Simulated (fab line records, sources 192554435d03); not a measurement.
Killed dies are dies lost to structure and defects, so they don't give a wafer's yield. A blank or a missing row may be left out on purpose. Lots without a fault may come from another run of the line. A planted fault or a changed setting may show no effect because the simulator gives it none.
fab line records | flow n5_finfet
record lots=6 wafers=17 last_day=18
route steps=1938 shown BEOL_M4@1069 PASSIVATION@1936
lots that met no fault: from a run of the same line without faults
start_h: hours from the record's first day to the start of the lot's first wafer shown | wait_h: hours since the lot's step before | " the same as in the row above | L1.1+2: a row that stands for several wafers | - no value, or no start given | * or withheld: withheld | < > ~ a bound
route shown NAME@n: a module of which the file shows steps, and the number in the route of the first | usual: mean/standard deviation of fault-free wafers | same: alike in all rows | chamber/n: place in a boat | sites: the reading at each site | _std_site: their standard deviation | _edge_site: outer sites' mean less inner sites' | radius_mm: how far each site lies from the wafer's centre | mask NAME#n: copy n | behind: the tool/chamber that last shaped the wafer | hold: why the lot was held/for how many hours/how that ended | device: the transistor (n, p or np) that didn't switch | end of line: the same wafers' tests at the end of the route | a step without rows: its recipe alone | killed: dies lost to structure and defects at the first sort, not the wafer's yield | map: a wafer's dies, x killed, . not, _ none there
set.NAME: the setting as run; set.NAME@STEP: as run at that earlier step | model.NAME: the simulator's own value behind a step, which no gauge read
lots at some steps of the route; a table a step, a row a wafer
services: from which hour (start_h, from the record's first day; less than 0 if before it) a tool's chamber was out of use, for how many hours, and why
## steps
# step N5_BEOL_M4_STRIP_36
# recipe chemistry=N2/H2 power_w=450 temp_c=40 pressure_mtorr=20 rf_frequency_hz=6e+07 overash_fraction=0.3 bias_power_w=7 h2_frac=0.5 n2_flow_sccm=200 h2_flow_sccm=200
# step N5_BEOL_M4_TRENCH_ETCH_37
# recipe chemistry=C4F6/O2 target_depth_a=555.55 target=SiOC time_s=29.2 ion_energy_ev=250 pressure_mtorr=30 source_w=355 bias_w=185 Ar_flow_sccm=300 C4F6_flow_sccm=10 O2_flow_sccm=10
# step N5_BEOL_M4_ETCH_41
# recipe chemistry=CH3F/O2 target=SiCN target_depth_a=299 taper_deg=2 time_s=52.5 ion_energy_ev=120 mask_material=TiN pressure_mtorr=30 source_w=395 bias_w=75 Ar_flow_sccm=150 CH3F_flow_sccm=30 O2_flow_sccm=20
# step N5_BEOL_M4_STRIP_97
# recipe chemistry=N2/H2 time_s=10 power_w=450 temp_c=40 pressure_mtorr=20 rf_frequency_hz=6e+07 bias_power_w=7 n2_flow_sccm=200 h2_flow_sccm=200
# step N5_BEOL_M4_OCD_MEAS_38
# usual trench_depth_nm=55.8/1.2
# columns lot.wafer tool chamber start_h wait_h trench_depth_nm
L484.1 ocd-02 - 157.67 - 53.6
L484.2 " - " " 55.3
L484.5 " - " " 54.1
L485.3 ocd-01 - 174.39 - 57.2
L485.5 " - " " 56.5
L485.6 " - " " 55.2
L502.2 ocd-01 - 295.49 - 53.9
L502.5 " - " " 56.6
L502.6 " - " " 53.4
L505.3 ocd-01 - 301.13 - 56.0
L505.5 " - " " 57.2
L505.6 " - " " 57.2
L507.1 ocd-01 - 309.17 - 56.8
L507.5 " - " " 54.4
L506.1 ocd-02 - 321.30 - 56.4
L506.2 " - " " 58.4
L506.3 " - " " 53.7
# step N5_BEOL_M4_HM_STRIP_39
# recipe chemistry=peroxide_tin_strip material=TiN target_depth_a=250 temp_c=50 time_s=158
# step N5_BEOL_M4_SRD_40
# recipe time_s=30 temp_c=23 rinse_liquid=diw dry=ipa_marangoni
# step N5_BEOL_M4_PRECLEAN_42
# recipe chemistry=residue_remover time_s=60 temp_c=40
# step N5_BEOL_M4_SRD_43
# recipe time_s=30 temp_c=23 rinse_liquid=diw dry=ipa_marangoni
# step N5_BEOL_M4_CD_MEAS_35
# recipe target_cd_nm=18 target_cd_y_nm=22.4 polarity=opening
# usual cd_nm=18.2/0.5
# columns lot.wafer tool chamber start_h wait_h cd_nm
L484.1 cd_sem-01 - 157.82 0.0 18.1
L484.2 " - " " 19.1
L484.5 " - " " 18.6
L485.3 cd_sem-02 - 174.54 0.0 17.6
L485.5 " - " " 18.0
L485.6 " - " " 17.1
L502.2 cd_sem-01 - 295.64 0.0 17.8
L502.5 " - " " 18.1
L502.6 " - " " 18.3
L505.3 cd_sem-02 - 301.28 0.0 18.6
L505.5 " - " " 18.7
L505.6 " - " " 18.8
L507.1 cd_sem-03 - 309.33 0.0 18.4
L507.5 " - " " 17.7
L506.1 cd_sem-02 - 321.45 0.0 18.7
L506.2 " - " " 18.4
L506.3 " - " " 18.8
# step N5_BEOL_M4_DEGAS_44
# recipe ambient=vacuum temp_c=250 time_s=60
# step N5_BEOL_M4_PRE_CLEAN_45
# recipe gas=H2/He time_s=30 temp_c=250
# step N5_BEOL_M4_ALD_84
# recipe material=TaN target_thk_a=* temp_c=275 ald_precursor_family=PDMAT ald_co_reactant=NH3 pressure_torr=3 carrier_flow_sccm=1500 pulse_time_s=2 purge_time_s=3 co_reactant_purge_time_s=2 co_reactant_pulse_time_s=3 ald_cycles=30 precursor_vessel_temp_c=75 precursor_vessel_pressure_torr=26.25 precursor_vessel_carrier_sccm=1000
# usual ald_cycles=30/0 chamber_pressure_Torr=3.000/0.0058 heater_power_w=417/33
# columns lot.wafer tool chamber start_h wait_h ald_cycles chamber_pressure_Torr heater_power_w
L484.1 ald_metal-01 3 158.05 0.1 30 3.004 398
L484.2 " 0 " " 30 3.003 420
L484.5 " 2 " " 30 2.994 441
L485.3 ald_metal-02 2 174.82 0.1 30 2.995 385
L485.5 " 1 " " 30 2.988 406
L485.6 " 2 " " 30 3.007 370
L502.2 ald_metal-01 0 296.31 0.0 - - -
L502.5 " 3 " " - - -
L502.6 " 2 " " - - -
L505.3 ald_metal-03 0 301.74 0.0 - - -
L505.5 " 1 " " - - -
L505.6 " 0 " " - - -
L507.1 ald_metal-02 0 309.67 0.0 30 3.002 411
L507.5 " 1 " " 30 2.998 417
L506.1 ald_metal-02 1 321.64 0.0 30 2.991 411
L506.2 " 2 " " 30 2.998 381
L506.3 " 3 " " 30 2.992 428
# step N5_BEOL_M4_SURFACE_TREAT_85
# recipe gas=Ar time_s=* ion_energy_ev=* ion_current_ma_cm2=0.5 pressure_mtorr=* ar_flow_sccm=30
# step N5_BEOL_M4_CVD_47
# recipe material=Co target_thk_a=30 temp_c=withheld precursor=CCTBA/H2 pressure_torr=30 time_s=223.8
# step N5_BEOL_M4_SPUTTER_48
# recipe material=Cu target_thk_a=45 temp_c=-20 chamber_pressure_pa=0.07 power_w=withheld time_s=8.29
# step N5_BEOL_M4_ANNEAL_49
# recipe temp_c=400 time_s=240 ambient=vacuum
# step N5_BEOL_M4_SPUTTER_79
# recipe material=Cu target_thk_a=45 temp_c=-20 chamber_pressure_pa=0.07 power_w=withheld time_s=8.29
# step N5_BEOL_M4_ANNEAL_80
# recipe temp_c=400 time_s=240 ambient=vacuum
# usual heater_power_w=821/58
# columns lot.wafer tool chamber start_h wait_h heater_power_w
L484.1 pvd_sputter-01 - 158.88 0.0 753
L484.2 " - " " 763
L484.5 " - " " 725
L485.3 pvd_sputter-01 - 175.85 0.0 783
L485.5 " - " " 754
L485.6 " - " " 792
L502.2 pvd_sputter-02 - 298.59 0.0 774
L502.5 " - " " 935
L502.6 " - " " 784
L505.3 pvd_sputter-01 - 302.58 0.0 762
L505.5 " - " " 753
L505.6 " - " " 755
L507.1 pvd_sputter-03 - 310.53 0.0 809
L507.5 " - " " 861
L506.1 pvd_sputter-03 - 322.42 0.0 784
L506.2 " - " " 783
L506.3 " - " " 850
# step N5_BEOL_M4_SPUTTER_81
# recipe material=Cu target_thk_a=45 temp_c=-20 chamber_pressure_pa=0.07 power_w=withheld time_s=8.29
# usual throttle_valve_pct=30.2/0.95
# columns lot.wafer tool chamber start_h wait_h throttle_valve_pct
L484.1 pvd_sputter-01 - 159.02 0.1 30.1
L484.2 " - " " 31.7
L484.5 " - " " 30.2
L485.3 pvd_sputter-01 - 175.99 0.1 31.5
L485.5 " - " " 31.7
L485.6 " - " " 30.3
L502.2 pvd_sputter-02 - 298.73 0.1 29.3
L502.5 " - " " 29.9
L502.6 " - " " 29.6
L505.3 pvd_sputter-01 - 302.72 0.1 28.6
L505.5 " - " " 28.9
L505.6 " - " " 30.1
L507.1 pvd_sputter-03 - 310.67 0.1 30.7
L507.5 " - " " 29.7
L506.1 pvd_sputter-03 - 322.56 0.1 30.5
L506.2 " - " " 31.4
L506.3 " - " " 28.9
# step N5_BEOL_M4_ANNEAL_82
# recipe temp_c=400 time_s=240 ambient=vacuum
# step N5_BEOL_M4_SPUTTER_86
# recipe material=Cu target_thk_a=45 temp_c=-20 chamber_pressure_pa=0.07 power_w=withheld time_s=8.29
# step N5_BEOL_M4_ANNEAL_87
# recipe temp_c=400 time_s=240 ambient=vacuum
# step N5_BEOL_M4_SPUTTER_88
# recipe material=Cu target_thk_a=45 temp_c=-20 chamber_pressure_pa=0.07 power_w=withheld time_s=8.29
# step N5_BEOL_M4_ANNEAL_89
# recipe temp_c=400 time_s=240 ambient=vacuum
# usual heater_power_w=824/55
# columns lot.wafer tool chamber start_h wait_h heater_power_w
L484.1 pvd_sputter-01 - 159.54 0.0 756
L484.2 " - " " 766
L484.5 " - " " 743
L485.3 pvd_sputter-01 - 176.51 0.0 787
L485.5 " - " " 798
L485.6 " - " " 835
L502.2 pvd_sputter-02 - 299.25 0.0 768
L502.5 " - " " 912
L502.6 " - " " 775
L505.3 pvd_sputter-01 - 303.24 0.0 745
L505.5 " - " " 746
L505.6 " - " " 763
L507.1 pvd_sputter-03 - 311.19 0.0 779
L507.5 " - " " 881
L506.1 pvd_sputter-03 - 323.08 0.0 788
L506.2 " - " " 791
L506.3 " - " " 887
# step N5_BEOL_M4_SPUTTER_90
# recipe material=Cu target_thk_a=45 temp_c=-20 chamber_pressure_pa=0.07 power_w=withheld time_s=8.29
# step N5_BEOL_M4_ANNEAL_91
# recipe temp_c=400 time_s=240 ambient=vacuum
# usual heater_power_w=824/57
# columns lot.wafer tool chamber start_h wait_h heater_power_w
L484.1 pvd_sputter-01 - 159.76 0.0 745
L484.2 " - " " 775
L484.5 " - " " 748
L485.3 pvd_sputter-01 - 176.73 0.0 778
L485.5 " - " " 794
L485.6 " - " " 834
L502.2 pvd_sputter-02 - 299.47 0.0 752
L502.5 " - " " 942
L502.6 " - " " 751
L505.3 pvd_sputter-01 - 303.46 0.0 756
L505.5 " - " " 746
L505.6 " - " " 769
L507.1 pvd_sputter-03 - 311.41 0.0 792
L507.5 " - " " 849
L506.1 pvd_sputter-03 - 323.30 0.0 785
L506.2 " - " " 769
L506.3 " - " " 881
# step N5_BEOL_M4_SPUTTER_92
# recipe material=Cu target_thk_a=45 temp_c=-20 chamber_pressure_pa=0.07 power_w=withheld time_s=8.29
# step N5_BEOL_M4_ANNEAL_93
# recipe temp_c=400 time_s=240 ambient=vacuum
# step N5_BEOL_M4_SPUTTER_94
# recipe material=Cu target_thk_a=45 temp_c=-20 chamber_pressure_pa=0.07 power_w=withheld time_s=8.29
# step N5_BEOL_M4_ANNEAL_95
# recipe temp_c=400 time_s=240 ambient=vacuum
# usual heater_power_w=825/57
# columns lot.wafer tool chamber start_h wait_h heater_power_w
L484.1 pvd_sputter-01 - 160.20 0.0 753
L484.2 " - " " 764
L484.5 " - " " 746
L485.3 pvd_sputter-01 - 177.17 0.0 786
L485.5 " - " " 776
L485.6 " - " " 825
L502.2 pvd_sputter-02 - 299.91 0.0 764
L502.5 " - " " 943
L502.6 " - " " 769
L505.3 pvd_sputter-01 - 303.90 0.0 747
L505.5 " - " " 764
L505.6 " - " " 762
L507.1 pvd_sputter-03 - 311.85 0.0 795
L507.5 " - " " 887
L506.1 pvd_sputter-03 - 323.74 0.0 801
L506.2 " - " " 786
L506.3 " - " " 867
# step N5_BEOL_M4_SPUTTER_96
# recipe material=Cu target_thk_a=45 temp_c=-20 chamber_pressure_pa=0.07 power_w=withheld time_s=8.29
# step N5_BEOL_M4_ECD_50
# recipe material=Cu target_thk_a=3000
# step N5_BEOL_M4_ANNEAL_51
# recipe temp_c=225 time_s=90 ambient=N2
# step N5_BEOL_M4_CMP_52
# recipe stop_on=SiOC t_overpolish_s=6.8 down_force_psi=1 platen_rpm=50 clearing_platen_down_force_psi=1.5 clearing_platen_rpm=50 post_cmp_clean=cu_alkaline target_thk_nm=40 clearing_platen_pad_velocity_m_s=0.99484 pad_velocity_m_s=0.99484
# usual barrier_field_endpoint_s=24.8/0.68 head_pressure_psi=1.0003/0.002 motor_current_A=6.0/0.7 slurry_filter_dp_kPa=13.49/0.14
# columns lot.wafer tool chamber start_h wait_h barrier_field_endpoint_s head_pressure_psi motor_current_A slurry_filter_dp_kPa
L484.2 cmp-02 3 161.12 0.2 25.1 1.0019 6.6 13.56
L484.1 " 1 " " 25.6 1.0001 5.6 13.41
L484.5 " 2 " " 25.2 1.0001 6.1 13.59
L485.3 cmp-01 2 177.91 0.3 25.2 0.9998 6.0 13.44
L485.5 " 3 " " 24.5 0.9980 5.0 13.46
L485.6 " 0 " " 23.7 1.0034 5.1 13.66
L502.2 cmp-01 2 300.89 0.5 23.4 1.0015 6.1 13.52
L502.5 " 0 " " 23.2 0.9996 5.5 13.42
L502.6 " 1 " " 22.3 0.9984 7.6 13.34
L505.3 cmp-02 0 305.46 0.2 22.7 1.0004 6.0 13.42
L505.5 " 3 " " 22.8 0.9996 6.2 13.50
L505.6 " 0 " " 23.7 1.0010 5.8 13.53
L507.1 cmp-03 2 312.53 0.3 24.5 1.0001 7.3 13.59
L507.5 " 1 " " 26.5 1.0012 5.8 13.49
L506.1 cmp-01 2 324.37 0.3 25.8 0.9999 5.9 13.53
L506.2 " 3 " " 25.0 0.9977 5.1 13.48
L506.3 " 1 " " 25.1 1.0016 7.2 13.44
# step N5_BEOL_M4_RC_MEAS_101
# usual DIBL_N=36.1/2 DIBL_P=36.3/2.5 IOFF_N=0.16/0.037 IOFF_P=0.21/0.039 ION_N=678/15 ION_P=465/8.7 SS_N=71.4/0.7 SS_P=73.3/0.74 VT_N=249/3.6 VT_P=-250.0/2.9
# columns lot.wafer tool chamber start_h wait_h DIBL_N[mV/V] DIBL_P[mV/V] IOFF_N[nA/um] IOFF_P[nA/um] ION_N[uA/um] ION_P[uA/um] SS_N[mV/dec] SS_P[mV/dec] VT_N[mV] VT_P[mV]
L484.1 prober-01 0 161.69 0.0 31.8 31.0 0.10 0.17 634 453 70.5 72.0 260 -250.3
L484.2 " 0 " " 34.2 35.5 0.14 0.24 680 479 70.6 72.9 250 -245.0
L484.5 " 0 " " 35.8 36.3 0.16 0.25 672 478 72.1 72.9 249 -243.9
L485.3 prober-02 0 178.72 0.3 34.2 34.8 0.14 0.21 675 462 71.8 73.2 250 -247.8
L485.5 " 0 " " 34.0 34.7 0.15 0.22 693 477 71.0 73.3 248 -248.4
L485.6 " 0 " " 36.2 36.9 0.18 0.24 671 460 71.8 73.6 246 -248.3
L507.1 prober-02 0 313.10 0.0 34.4 35.3 0.13 0.20 663 456 70.3 73.5 250 -248.7
L507.5 " 0 " " 32.6 32.2 0.11 0.16 674 474 70.5 72.4 252 -252.8
L506.1 prober-01 0 324.98 0.0 38.4 39.4 0.22 0.26 686 464 72.2 73.9 245 -245.6
L506.2 " 0 " " 32.9 33.3 0.13 0.17 672 465 70.0 73.2 248 -249.2
L506.3 " 0 " " 33.2 33.9 0.13 0.19 685 481 70.8 72.1 249 -251.4
# step N5_PASSIVATION_PROBE_49
# usual defect_limited_yield=91.1/1.3 killed_at_M0_to_M3=32/9.7 killed_at_M4_up=16/6 killed_at_contacts=12/5.9 killed_at_front_end=41/11 killed_at_other=4/3.1 killed_dies=104/16 killed_on_rim=14/4 killed_open=68/12 killed_short=34/7.4 sort_bin_4_leakage=0/0 sort_bin_5_function=5.1/0.85 sort_bin_6_memory=3.3/0.66 sort_bin_8_speed=0.1/0.53 sort_n_pass=1075/16 sort_yield_pct=91.1/1.4
# same gross_dies=1180 killed_at_back_side=0
# columns lot.wafer tool chamber start_h wait_h defect_limited_yield[%] killed_at_M0_to_M3 killed_at_M4_up killed_at_contacts killed_at_front_end killed_at_other killed_dies killed_on_rim killed_open killed_short sort_bin_4_leakage[%] sort_bin_5_function[%] sort_bin_6_memory[%] sort_bin_8_speed[%] sort_n_pass sort_yield_pct[%]
L485.3 prober-02 - 291.32 0.1 91.3 33 14 20 32 4 103 18 71 32 0 4.8 3.6 0 1077 91.3
L485.5 prober-02 - 291.42 0.2 92.3 33 20 14 22 2 91 10 60 29 0 4.4 3.2 0 1089 92.3
L485.6 prober-02 - 291.47 0.3 90.0 40 17 5 48 8 118 17 79 37 0 5.8 3.8 0 1062 90.0
L502.2 prober-01 - 412.99 0.1 0 28 1094 20 34 4 1180 152 71 26 91.78 5.3 2.8 0 0 0
L502.5 prober-01 - 413.14 0.2 0 31 1093 11 43 2 1180 152 57 34 91.86 5.0 2.5 0 0 0
L502.6 prober-01 - 413.19 0.3 0 31 1091 5 49 4 1180 152 51 30 91.61 4.7 1.9 0 0 0
L505.3 prober-02 - 418.30 0.1 0 37 1080 7 54 2 1180 152 59 36 90.68 4.5 3.3 0 0 0
L505.5 prober-02 - 418.40 0.2 0 21 1120 3 32 4 1180 152 49 25 93.39 3.1 2.6 0 0 0
L505.6 prober-02 - 418.45 0.3 0 35 1086 7 48 4 1180 152 70 35 90.08 4.7 4.0 0 0 0
L506.1 prober-01 - 430.47 0.0 90.1 37 13 16 34 17 117 15 80 37 0 6.4 3.2 0 1063 90.1
L506.2 prober-01 - 430.52 0.1 90.8 22 21 10 48 8 109 17 57 45 0 5.6 2.7 0 1071 90.8
L506.3 prober-01 - 430.57 0.1 90.7 36 16 12 36 10 110 14 72 38 0 5.2 3.7 0 1070 90.7
L507.1 prober-02 - 442.73 0.6 90.4 28 9 21 54 1 113 11 66 46 0 5.3 3.7 0 1067 90.4
L507.5 prober-02 - 442.93 0.8 90.5 30 11 17 52 2 112 15 80 32 0 5.8 3.2 0 1068 90.5
# killed by level:class
L485.3 MOL_CONTACT_COAG:geometric_particle:open=17 BEOL_M0_SAQP:geometric_particle:open=10 FIN_SAQP:geometric_particle:open=8 BEOL_M4:geometric_particle:short=7 BEOL_M0_SAQP:geometric_particle:short=6 BEOL_M3:geometric_particle:open=5 FIN_SAQP:geometric_particle:short=4 BEOL_M2:geometric_particle:open=4
L485.5 MOL_CONTACT_COAG:geometric_particle:open=11 BEOL_M1:geometric_particle:open=8 BEOL_M0_SAQP:geometric_particle:open=7 GATE_CUT:geometric_particle:short=6 BEOL_M4:geometric_particle:open=6 BEOL_M0:geometric_particle:open=5 BEOL_M0_SAQP:geometric_particle:short=4 FIN_SAQP:geometric_particle:open=3
L485.6 BEOL_M2:geometric_particle:open=10 STI_FIN_REVEAL:geometric_particle:open=9 BEOL_M0_SAQP:geometric_particle:short=8 FIN_SAQP:geometric_particle:open=7 GATE_CUT:geometric_particle:open=7 BEOL_M0_SAQP:geometric_particle:open=7 GATE_CUT:geometric_particle:short=6 FIN_SAQP:geometric_particle:short=5
L502.2 BEOL_M4:area_ald=1062 M4:area_ald=21 MOL_CONTACT_COAG:geometric_particle:open=20 FIN_SAQP:geometric_particle:open=8 FIN_SAQP:geometric_particle:short=6 STI_FIN_REVEAL:geometric_particle:open=5 BEOL_M0_SAQP:geometric_particle:short=5 BEOL_M0_SAQP:geometric_particle:open=5
L502.5 BEOL_M4:area_ald=1069 M4:area_ald=15 BEOL_M0_SAQP:geometric_particle:open=12 STI_FIN_REVEAL:geometric_particle:open=8 MOL_CONTACT_COAG:geometric_particle:open=8 BEOL_M0_SAQP:geometric_particle:short=7 BEOL_M3:geometric_particle:open=6 ILD0:geometric_particle:short=5
L502.6 BEOL_M4:area_ald=1065 HKMG_FIN:area_etch=18 M4:area_ald=16 BEOL_M3:geometric_particle:open=13 STI_FIN_REVEAL:geometric_particle:open=6 ILD0:geometric_particle:short=5 MOL_CONTACT_COAG:geometric_particle:open=5 FIN_SAQP:geometric_particle:short=4
L505.3 BEOL_M4:area_ald=1050 M4:area_ald=20 HKMG_FIN:area_etch=14 FIN_SAQP:geometric_particle:short=8 STI_FIN_REVEAL:geometric_particle:open=8 FIN_SAQP:geometric_particle:open=7 BEOL_M1:geometric_particle:open=7 BEOL_M2:geometric_particle:open=7
L505.5 BEOL_M4:area_ald=1085 M4:area_ald=17 FIN_SAQP:geometric_particle:short=7 STI_FIN_REVEAL:geometric_particle:open=5 BEOL_M3:geometric_particle:open=5 BEOL_M5:geometric_particle:open=5 BEOL_M2:geometric_particle:open=4 BEOL_M4:geometric_particle:open=4
L505.6 BEOL_M4:area_ald=1049 M4:area_ald=14 FIN_SAQP:geometric_particle:short=12 BEOL_M2:geometric_particle:open=12 HKMG_FIN:area_etch=10 FIN_SAQP:geometric_particle:open=8 BEOL_M3:geometric_particle:open=8 BEOL_M4:geometric_particle:open=8
L506.1 MOL_CONTACT_COAG:geometric_particle:open=12 FIN_SAQP:geometric_particle:open=9 BEOL_M0_SAQP:geometric_particle:open=9 BEOL_M4:geometric_particle:open=6 BEOL_M2:geometric_particle:short=6 BEOL_M2:geometric_particle:open=6 PASS1_CAP:geometric_particle:short=6 STARTING-WAFER:geometric_particle:open=6
L506.2 FIN_SAQP:geometric_particle:open=10 BEOL_M4:geometric_particle:open=9 FIN_SAQP:geometric_particle:short=8 HKMG_FIN:area_etch=7 MOL_CONTACT_COAG:geometric_particle:open=6 STI_FIN_REVEAL:geometric_particle:open=5 BEOL_M1:geometric_particle:short=5 BEOL_M4:geometric_particle:short=5
L506.3 STI_FIN_REVEAL:geometric_particle:open=12 MOL_CONTACT_COAG:geometric_particle:open=9 FIN_SAQP:geometric_particle:open=7 BEOL_M1:geometric_particle:open=7 BEOL_M2:geometric_particle:open=6 BEOL_M3:geometric_particle:short=6 FIN_SAQP:geometric_particle:short=5 BEOL_M0_SAQP:geometric_particle:open=5
L507.1 FIN_SAQP:geometric_particle:open=22 MOL_CONTACT_COAG:geometric_particle:open=15 FIN_SAQP:geometric_particle:short=14 BEOL_M0_SAQP:geometric_particle:short=8 BEOL_M1:geometric_particle:short=8 MOL_CONTACT_COAG:geometric_particle:short=6 STI_FIN_REVEAL:geometric_particle:open=5 BEOL_M1:geometric_particle:open=5
L507.5 FIN_SAQP:geometric_particle:open=18 MOL_CONTACT_COAG:geometric_particle:open=15 BEOL_M0_SAQP:geometric_particle:open=9 BEOL_M0_SAQP:geometric_particle:short=9 STI_FIN_REVEAL:geometric_particle:open=7 DUMMY_GATE:geometric_particle:open=6 FIN_SAQP:geometric_particle:short=5 STARTING-WAFER:geometric_particle:open=5
# map L502.2 (x killed, . not)
_________________xxxxxxxxxxxx________________
______________xxxxxxxxxxxxxxxxxx_____________
___________xxxxxxxxxxxxxxxxxxxxxxxx__________
__________xxxxxxxxxxxxxxxxxxxxxxxxxx_________
________xxxxxxxxxxxxxxxxxxxxxxxxxxxxxx_______
_______xxxxxxxxxxxxxxxxxxxxxxxxxxxxxxxx______
______xxxxxxxxxxxxxxxxxxxxxxxxxxxxxxxxxx_____
_____xxxxxxxxxxxxxxxxxxxxxxxxxxxxxxxxxxxx____
____xxxxxxxxxxxxxxxxxxxxxxxxxxxxxxxxxxxxxx___
___xxxxxxxxxxxxxxxxxxxxxxxxxxxxxxxxxxxxxxxx__
___xxxxxxxxxxxxxxxxxxxxxxxxxxxxxxxxxxxxxxxx__
__xxxxxxxxxxxxxxxxxxxxxxxxxxxxxxxxxxxxxxxxxx_
__xxxxxxxxxxxxxxxxxxxxxxxxxxxxxxxxxxxxxxxxxx_
_xxxxxxxxxxxxxxxxxxxxxxxxxxxxxxxxxxxxxxxxxxxx
_xxxxxxxxxxxxxxxxxxxxxxxxxxxxxxxxxxxxxxxxxxxx
_xxxxxxxxxxxxxxxxxxxxxxxxxxxxxxxxxxxxxxxxxxxx
_xxxxxxxxxxxxxxxxxxxxxxxxxxxxxxxxxxxxxxxxxxxx
_xxxxxxxxxxxxxxxxxxxxxxxxxxxxxxxxxxxxxxxxxxxx
_xxxxxxxxxxxxxxxxxxxxxxxxxxxxxxxxxxxxxxxxxxxx
_xxxxxxxxxxxxxxxxxxxxxxxxxxxxxxxxxxxxxxxxxxxx
_xxxxxxxxxxxxxxxxxxxxxxxxxxxxxxxxxxxxxxxxxxxx
__xxxxxxxxxxxxxxxxxxxxxxxxxxxxxxxxxxxxxxxxxx_
__xxxxxxxxxxxxxxxxxxxxxxxxxxxxxxxxxxxxxxxxxx_
___xxxxxxxxxxxxxxxxxxxxxxxxxxxxxxxxxxxxxxxx__
___xxxxxxxxxxxxxxxxxxxxxxxxxxxxxxxxxxxxxxxx__
____xxxxxxxxxxxxxxxxxxxxxxxxxxxxxxxxxxxxxx___
_____xxxxxxxxxxxxxxxxxxxxxxxxxxxxxxxxxxxx____
______xxxxxxxxxxxxxxxxxxxxxxxxxxxxxxxxxx_____
_______xxxxxxxxxxxxxxxxxxxxxxxxxxxxxxxx______
________xxxxxxxxxxxxxxxxxxxxxxxxxxxxxx_______
__________xxxxxxxxxxxxxxxxxxxxxxxxxx_________
___________xxxxxxxxxxxxxxxxxxxxxxxx__________
______________xxxxxxxxxxxxxxxxxx_____________
_________________xxxxxxxxxxxx________________
# map L505.3 (x killed, . not)
_________________xxxxxxxxxxxx________________
______________xxxxxxxxxxxxxxxxxx_____________
___________xxxxxxxxxxxxxxxxxxxxxxxx__________
__________xxxxxxxxxxxxxxxxxxxxxxxxxx_________
________xxxxxxxxxxxxxxxxxxxxxxxxxxxxxx_______
_______xxxxxxxxxxxxxxxxxxxxxxxxxxxxxxxx______
______xxxxxxxxxxxxxxxxxxxxxxxxxxxxxxxxxx_____
_____xxxxxxxxxxxxxxxxxxxxxxxxxxxxxxxxxxxx____
____xxxxxxxxxxxxxxxxxxxxxxxxxxxxxxxxxxxxxx___
___xxxxxxxxxxxxxxxxxxxxxxxxxxxxxxxxxxxxxxxx__
___xxxxxxxxxxxxxxxxxxxxxxxxxxxxxxxxxxxxxxxx__
__xxxxxxxxxxxxxxxxxxxxxxxxxxxxxxxxxxxxxxxxxx_
__xxxxxxxxxxxxxxxxxxxxxxxxxxxxxxxxxxxxxxxxxx_
_xxxxxxxxxxxxxxxxxxxxxxxxxxxxxxxxxxxxxxxxxxxx
_xxxxxxxxxxxxxxxxxxxxxxxxxxxxxxxxxxxxxxxxxxxx
_xxxxxxxxxxxxxxxxxxxxxxxxxxxxxxxxxxxxxxxxxxxx
_xxxxxxxxxxxxxxxxxxxxxxxxxxxxxxxxxxxxxxxxxxxx
_xxxxxxxxxxxxxxxxxxxxxxxxxxxxxxxxxxxxxxxxxxxx
_xxxxxxxxxxxxxxxxxxxxxxxxxxxxxxxxxxxxxxxxxxxx
_xxxxxxxxxxxxxxxxxxxxxxxxxxxxxxxxxxxxxxxxxxxx
_xxxxxxxxxxxxxxxxxxxxxxxxxxxxxxxxxxxxxxxxxxxx
__xxxxxxxxxxxxxxxxxxxxxxxxxxxxxxxxxxxxxxxxxx_
__xxxxxxxxxxxxxxxxxxxxxxxxxxxxxxxxxxxxxxxxxx_
___xxxxxxxxxxxxxxxxxxxxxxxxxxxxxxxxxxxxxxxx__
___xxxxxxxxxxxxxxxxxxxxxxxxxxxxxxxxxxxxxxxx__
____xxxxxxxxxxxxxxxxxxxxxxxxxxxxxxxxxxxxxx___
_____xxxxxxxxxxxxxxxxxxxxxxxxxxxxxxxxxxxx____
______xxxxxxxxxxxxxxxxxxxxxxxxxxxxxxxxxx_____
_______xxxxxxxxxxxxxxxxxxxxxxxxxxxxxxxx______
________xxxxxxxxxxxxxxxxxxxxxxxxxxxxxx_______
__________xxxxxxxxxxxxxxxxxxxxxxxxxx_________
___________xxxxxxxxxxxxxxxxxxxxxxxx__________
______________xxxxxxxxxxxxxxxxxx_____________
_________________xxxxxxxxxxxx________________
## services
# columns tool chamber start_h hours kind
cmp-01 - 147.27 0.3 repair
ald_metal-02 1 151.25 1.7 repair
ald_metal-02 - 151.83 8.7 pm
cmp-01 - 151.92 1.6 repair
cmp-02 - 155.54 2.0 repair
cmp-02 - 163.44 3.8 pm
ald_metal-01 - 163.46 14.6 pm
ald_metal-02 - 178.46 6.0 pm
cmp-03 - 185.96 4.0 pm
cmp-03 - 202.86 7.1 pm
ald_metal-01 2 216.17 2.4 repair
ald_metal-02 3 226.31 2.8 repair
ald_metal-01 0 244.90 1.6 repair
ald_metal-02 2 249.40 6.7 repair
ald_metal-01 0 255.86 4.0 repair
ald_metal-03 1 262.22 8.8 repair
ald_metal-01 - 265.40 0.6 repair
ald_metal-02 2 266.93 17.2 repair
ald_metal-02 - 277.86 2.8 pm
cmp-01 - 278.70 4.0 pm
ald_metal-03 1 282.50 6.5 repair
cmp-01 - 284.29 0.9 repair
cmp-02 - 320.10 1.7 repair
cmp-02 - 323.33 4.0 pm
## key
first_sign step=N5_BEOL_M4_ALD_84 reading=tool_record direction=missing
effect step=N5_BEOL_M4_CMP_52 reading=barrier_field_endpoint_s direction=down sigmas=2.6 usual=24.8 struck=23.0
effect step=N5_PASSIVATION_PROBE_49 reading=sort_bin_4_leakage direction=up sigmas=99+ usual=0 struck=91.57
more_kills_born_at N5_BEOL_M4_ALD_84@ald_metal-01=3248 N5_BEOL_M4_ALD_84@ald_metal-03=3235
met_at N5_BEOL_M4_ALD_84
struck_wafers L502.2,L502.5,L502.6,L505.3,L505.5,L505.6
later_rows_left_out L502.2,L502.5,L502.6,L505.3,L505.5,L505.6
baseline_loss step=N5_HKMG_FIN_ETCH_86 wafers=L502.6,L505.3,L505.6
onset_between 158.05 296.31
fault kind=skipped_step_whole tool=ald_metal-01,ald_metal-03 chamber=- onset_h=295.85 steps=N5_BEOL_M4_ALD_84 scope=struck_lots_only
# later_rows_left_out: the simulator's readings of these wafers behind a module that went badly wrong aren't trusted and aren't shown, but for the sort
# baseline_loss: these wafers lose ten dies or more at that step, a loss of the line's own and not of a fault; the sort's usual values leave them out
